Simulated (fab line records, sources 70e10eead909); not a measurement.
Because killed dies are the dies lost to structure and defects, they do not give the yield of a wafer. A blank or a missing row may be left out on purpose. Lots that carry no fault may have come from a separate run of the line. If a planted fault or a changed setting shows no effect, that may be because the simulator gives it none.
Which of the tools did it?    flow nand harc    Sampling: 12 lots, 36 wafers, 6 of 1159 route steps

WHAT THE GAUGES SHOWED, per wafer
NHARC_A_CHANNEL_HOLE_D1_INSPECT_40. Usual: 65 for raw defect count, sd 21.
lot   measured      on                 raw defect count         flag
L448  day 8 11:48   defect inspect-02  44 44 48                 
L447  day 8 12:01   defect inspect-01  33 45 48                 
L450  day 9 08:07   defect inspect-02  63 52 67                 
L449  day 9 12:08   defect inspect-02  65 67 73                 
L451  day 9 17:15   defect inspect-01  58 60 42                 
L453  day 10 07:30  defect inspect-02  549 570 573 565 579 571  OFF
L456  day 10 22:20  defect inspect-01  531 576 575 529 585 565  OFF
L463  day 12 22:40  defect inspect-02  77 64 73                 
L465  day 13 02:46  defect inspect-01  109 81 66                
L467  day 13 06:56  defect inspect-01  73 63 92                 
L469  day 13 23:53  defect inspect-01  58 37 28                 
L470  day 14 11:34  defect inspect-01  63 67 64                 

NHARC_END_SORT_01. Usual: defect limited yield 95.1 %, standard deviation 1.6; killed at array 29, standard deviation 10; killed at other 0.7, standard deviation 1.1; killed at periphery 3.3, standard deviation 2.4; killed dies 33, standard deviation 11; killed open 3.3, standard deviation 2; killed short 1.9, standard deviation 1.3; sort_bin_2_pct 1.5 %, standard deviation 0.67; sort_bin_3_pct 0.27 %, standard deviation 0.24; sort_bin_4_pct 3.1 %, standard deviation 1.1; sort n pass 644, standard deviation 11; sort rim yield pct 97.1 %, standard deviation 2.1; sort yield pct 95.1 %, standard deviation 1.6.
lot   measured      on         defect limited yield (%)  killed at array  killed at other  killed at periphery  killed dies  killed open  killed short  sort_bin_2_pct (%)  sort_bin_3_pct (%)  sort_bin_4_pct (%)  sort n pass  sort rim yield pct (%)  sort yield pct (%)  flag
L447  day 19 13:30  prober-02  96.0 97.6 95.9            22 11 23         0 0 1            5 5 4                27 16 28     4 3 6        2 1 2         0.3 0.6 1.0         0.59 0 0.15         3.1 1.8 3.0         650 661 649  97.2 98.1 98.1          96.0 97.6 95.9      
L463  day 24 05:45  prober-02  93.8 93.4 91.6            40 40 50         0 3 0            2 2 7                42 45 57     1 4 5        3 3 1         2.4 1.9 3.5         0.74 1.18 0.44      3.1 3.5 4.4         635 632 620  99.1 96.2 92.5          93.8 93.4 91.6      
L467  day 24 21:18  prober-02  95.6 95.0 94.1            29 29 39         0 1 0            1 4 1                30 34 40     1 3 3        0 3 4         0.9 1.2 2.5         0.44 0.30 0.30      3.1 3.5 3.1         647 643 637  98.1 98.1 95.3          95.6 95.0 94.1      

TOOL THAT RAN EACH LOT (tool first, then ch and the chambers of the sampled wafers, then the start)
lot   NHARC_A_CHANNEL_HOLE_D1_ETCH_23   NHARC_A_CHANNEL_HOLE_D1_ETCH_24   NHARC_A_CHANNEL_HOLE_D1_ETCH_25   NHARC_A_CHANNEL_FILL_D1_ALD_03
L448  har etch-01 ch 0,1, day 8 07:32   har etch-01 ch 0,1, day 8 08:13   har etch-01 ch 0,1, day 8 09:00   ald sin batch-01 ch 0, no start
L447  har etch-02 ch 0,1, day 8 07:43   har etch-02 ch 0,1, day 8 08:25   har etch-02 ch 0,1, day 8 09:11   ald sin batch-01 ch 0, day 19 13:30 or earlier
L450  har etch-02 ch 0,1, day 9 03:49   har etch-02 ch 0,1, day 9 04:31   har etch-02 ch 0,1, day 9 05:18   ald sin batch-01 ch 0, no start
L449  har etch-01 ch 0,1, day 9 07:52   har etch-01 ch 0,1, day 9 08:34   har etch-01 ch 0,1, day 9 09:20   ald sin batch-03 ch 0, no start
L451  har etch-02 ch 0,1, day 9 13:14   har etch-02 ch 0,1, day 9 13:56   har etch-02 ch 0,1, day 9 14:44   ald sin batch-02 ch 0, no start
L453  har etch-02 ch 0,1, day 10 03:20  har etch-02 ch 0,1, day 10 04:02  har etch-02 ch 0,1, day 10 04:50  ald sin batch-02 ch 0, no start
L456  har etch-02 ch 0,1, day 10 18:04  har etch-02 ch 0,1, day 10 18:46  har etch-02 ch 0,1, day 10 19:32  ald sin batch-02 ch 0, no start
L463  har etch-01 ch 0,1, day 12 18:21  har etch-01 ch 0,1, day 12 19:03  har etch-01 ch 0,1, day 12 19:49  ald sin batch-02 ch 0, day 24 05:45 or earlier
L465  har etch-01 ch 0,1, day 12 22:31  har etch-01 ch 0,1, day 12 23:13  har etch-01 ch 0,1, day 12 23:58  ald sin batch-01 ch 0, no start
L467  har etch-01 ch 0,1, day 13 02:40  har etch-01 ch 0,1, day 13 03:22  har etch-01 ch 0,1, day 13 04:08  ald sin batch-01 ch 0, day 24 21:18 or earlier
L469  har etch-02 ch 0,1, day 13 19:37  har etch-02 ch 0,1, day 13 20:19  har etch-02 ch 0,1, day 13 21:04  ald sin batch-02 ch 0, no start
L470  har etch-02 ch 0,1, day 14 07:26  har etch-02 ch 0,1, day 14 08:08  har etch-02 ch 0,1, day 14 08:55  ald sin batch-01 ch 0, no start
- NHARC_A_CHANNEL_HOLE_D1_ETCH_23: etches the open film in C4F8/O2/Ar, time 819 s, target depth 1600 nm.
- NHARC_A_CHANNEL_HOLE_D1_ETCH_24: etches the open film in C4F8/O2/Ar, time 906.2 s, target depth 1500 nm.
- NHARC_A_CHANNEL_HOLE_D1_ETCH_25: etches the open film in C4F8/O2/Ar, time 1040.2 s, target depth 1500 nm.
- NHARC_A_CHANNEL_FILL_D1_ALD_03: deposits SiNx, target thk 6 nm, pulse time 60 s, ald cycles 58.

WHAT THE TOOLS THEMSELVES READ (means of the sampled wafers that have a number; where no wafer has one, the mark that the record gives instead)
NHARC_A_CHANNEL_HOLE_D1_ETCH_23. Usual: drypump motor current A 5.7 A, standard deviation 0.32; showerhead plenum p Torr 3.81 Torr, standard deviation 0.056; throttle valve pct 32.155 %, standard deviation 0.0093.
lot   tool         drypump motor current A (A)  showerhead plenum p Torr (Torr)  throttle valve pct (%)  flag
L448  har etch-01  5.8                          3.79                             32.153                  
L447  har etch-02  5.7                          3.88                             32.152                  
L450  har etch-02  5.7                          3.88                             32.159                  
L449  har etch-01  5.5                          3.77                             32.161                  
L451  har etch-02  5.8                          3.87                             32.158                  
L453  har etch-02  5.7                          3.87                             32.158                  
L456  har etch-02  5.7                          3.87                             32.159                  
L463  har etch-01  5.9                          3.77                             32.158                  
L465  har etch-01  5.9                          3.77                             32.149                  
L467  har etch-01  5.6                          3.74                             32.151                  
L469  har etch-02  5.8                          3.85                             32.155                  
L470  har etch-02  5.7                          3.84                             32.157                  

NHARC_A_CHANNEL_HOLE_D1_ETCH_24. Usual: drypump motor current A 5.7 A, standard deviation 0.32; showerhead plenum p Torr 3.81 Torr, standard deviation 0.056; throttle valve pct 32.236 %, standard deviation 0.0091.
lot   tool         drypump motor current A (A)  showerhead plenum p Torr (Torr)  throttle valve pct (%)  flag
L448  har etch-01  5.8                          3.79                             32.234                  
L447  har etch-02  5.7                          3.87                             32.234                  
L450  har etch-02  5.7                          3.87                             32.236                  
L449  har etch-01  5.6                          3.76                             32.232                  
L451  har etch-02  5.8                          3.87                             32.236                  
L453  har etch-02  5.7                          3.86                             32.233                  
L456  har etch-02  5.7                          3.86                             32.244                  
L463  har etch-01  5.8                          3.76                             32.236                  
L465  har etch-01  5.8                          3.76                             32.246                  
L467  har etch-01  5.6                          3.74                             32.237                  
L469  har etch-02  5.8                          3.84                             32.239                  
L470  har etch-02  5.8                          3.83                             32.241                  

NHARC_A_CHANNEL_HOLE_D1_ETCH_25. Usual: drypump motor current A 5.7 A, standard deviation 0.33; showerhead plenum p Torr 3.81 Torr, standard deviation 0.056; throttle valve pct 32.235 %, standard deviation 0.0096.
lot   tool         drypump motor current A (A)  showerhead plenum p Torr (Torr)  throttle valve pct (%)  flag
L448  har etch-01  5.8                          3.79                             32.223                  
L447  har etch-02  5.7                          3.87                             32.237                  
L450  har etch-02  5.7                          3.87                             32.235                  
L449  har etch-01  5.6                          3.76                             32.231                  
L451  har etch-02  5.8                          3.86                             32.237                  
L453  har etch-02  5.7                          3.86                             32.236                  
L456  har etch-02  5.7                          3.86                             32.231                  
L463  har etch-01  5.8                          3.76                             32.235                  
L465  har etch-01  5.9                          3.76                             32.238                  
L467  har etch-01  5.6                          3.74                             32.230                  
L469  har etch-02  5.8                          3.84                             32.231                  
L470  har etch-02  5.8                          3.83                             32.232                  

NHARC_A_CHANNEL_FILL_D1_ALD_03. Usual: 1.001 for precursor pulse height rel, sd 0.017.
lot   tool              precursor pulse height rel  flag
L448  ald sin batch-01  1.008                       
L447  ald sin batch-01  1.006                       
L450  ald sin batch-01  1.020                       
L449  ald sin batch-03  0.998                       
L451  ald sin batch-02  1.019                       
L453  ald sin batch-02  0.993                       
L456  ald sin batch-02  1.021                       
L463  ald sin batch-02  0.989                       
L465  ald sin batch-01  0.989                       
L467  ald sin batch-01  1.000                       
L469  ald sin batch-02  1.011                       
L470  ald sin batch-01  1.003                       

THE ANSWER, worked out from the rows above alone
Rule: lot off if the mean of its wafers having a number is beyond 3 standard deviations from the usual mean. Also off: a lot with no number at a reading for which 4 or more lots have one. All remaining lots with rows at the step are treated as sound. After the gauges, taken in route order, come the tools' own readings; for these a lot's mean is taken, as printed above. The first step at which some lot is off is used, and at that step the reading that is off furthest; a lot without a number counts as furthest.
Off at NHARC_A_CHANNEL_HOLE_D1_INSPECT_40 (raw defect count): L453, L456.
A tool fits if, at a process step before that reading, it ran every lot that is off, and no sound lot after the first of them. Those tools and the gauges at NHARC_A_CHANNEL_HOLE_D1_INSPECT_40 are tried in the same way. No candidate that was tried fits.

WHAT HAD BEEN PUT IN BY THE SIMULATOR
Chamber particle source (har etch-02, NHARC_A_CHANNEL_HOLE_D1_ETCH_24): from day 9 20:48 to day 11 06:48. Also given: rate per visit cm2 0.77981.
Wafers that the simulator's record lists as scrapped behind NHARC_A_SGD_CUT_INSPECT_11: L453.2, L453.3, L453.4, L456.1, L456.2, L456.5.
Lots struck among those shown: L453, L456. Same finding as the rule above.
